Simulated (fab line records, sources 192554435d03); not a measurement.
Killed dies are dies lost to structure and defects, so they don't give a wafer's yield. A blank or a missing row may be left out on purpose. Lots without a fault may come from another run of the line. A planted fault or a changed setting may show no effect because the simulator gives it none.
Chamber matching | flow n5_finfet | N5_GATE_CUT_DESCUM_18 on rie_diel-04: 4 sister chambers
The step chemistry O2, time 7 s. 4 wafers are shown with their chamber, then 12 later ones without.

WAFERS WITH THEIR CHAMBER
wafer  | chamber | showerhead_plenum_p_Torr (Torr)
L088.5 | 1       | 2.19
L090.1 | 2       | 2.14
L090.5 | 0       | 2.20
L090.6 | 3       | 2.05

WAFERS WITHOUT THEIR CHAMBER
wafer  | showerhead_plenum_p_Torr (Torr)
L076.2 | 2.05
L076.3 | 2.19
L076.5 | 2.13
L094.1 | 2.13
L094.2 | 2.18
L094.3 | 2.05
L094.4 | 2.19
L094.5 | 2.13
L094.6 | 2.18
L095.1 | 2.13
L095.3 | 2.19
L095.6 | 2.19

WHICH CHAMBER EACH WENT THROUGH
wafer  | from the rows above     | in truth
L076.2 | 3                       | 3
L076.3 | can't be placed: 1 or 0 | 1
L076.5 | 2                       | 2
L094.1 | 2                       | 2
L094.2 | can't be placed: 1 or 0 | 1
L094.3 | 3                       | 3
L094.4 | can't be placed: 1 or 0 | 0
L094.5 | 2                       | 2
L094.6 | can't be placed: 1 or 0 | 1
L095.1 | 2                       | 2
L095.3 | can't be placed: 1 or 0 | 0
L095.6 | can't be placed: 1 or 0 | 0
Placed correctly: 6 of 12. Can't be placed from these rows: 6 (the true chamber is among the candidates in 6). Placed wrongly: 0.
How it was worked out, from the rows above alone: a wafer's distance from a chamber is the root of the sum, over the readings, of the square of ((its reading less the chamber's mean) divided by the reading's scatter). The wafer belongs to the nearest chamber; if the next one is less than 2 further off, it can't be placed. A chamber's mean is the mean of its shown wafers. The scatter: with one shown wafer a chamber, the root of the mean of the squares of how far each hidden wafer lies from its nearest shown one.
